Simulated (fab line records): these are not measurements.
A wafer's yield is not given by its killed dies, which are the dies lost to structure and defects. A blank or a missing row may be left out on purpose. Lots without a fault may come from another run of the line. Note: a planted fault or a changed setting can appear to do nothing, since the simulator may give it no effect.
The tool behind it: which one? ; flow nand_harc ; at 1 step of a route of 1302, 6 lots with 18 wafers sampled

## WHAT THE GAUGES READ, wafer by wafer
NHARC_P_STI_OCD_MEAS_43.
lot;measured;on;trench_depth_nm (nm)
L532;day 3 16:21;ocd-01;292 307 304
L535;day 4 21:51;ocd-02;305 307 306
L541;day 7 11:31;ocd-01;300 298 299
L543;day 8 08:24;ocd-02;300 299 303
L546;day 9 12:31;ocd-01;303 295 292
L553;day 12 12:59;ocd-01;308 300 303

## WHICH TOOL RAN EACH LOT (tool, then ch and the chambers of the sampled wafers, then the start)
The record holds no process step before these readings.

## THE ANSWER, worked out from the rows above alone
Rule: usual is defined by the lots themselves. The widest of any qualifying gaps counts: lots, ordered by their means at a reading, are off when they make up no more than a third of the lots, leave a main group of 4 or more, and stand apart from it by 3 or more times the standard deviation of that group's means. The tables above print the reading to a certain number of digits; a main group whose means all agree to those digits is not used. Also off: a lot with no number at a reading for which 4 or more lots have one. Where the step has rows for the other lots, those lots are counted as sound.
Nothing can be told from this: no lot is off at any reading shown.

## WHAT WAS PUT IN BY THE SIMULATOR
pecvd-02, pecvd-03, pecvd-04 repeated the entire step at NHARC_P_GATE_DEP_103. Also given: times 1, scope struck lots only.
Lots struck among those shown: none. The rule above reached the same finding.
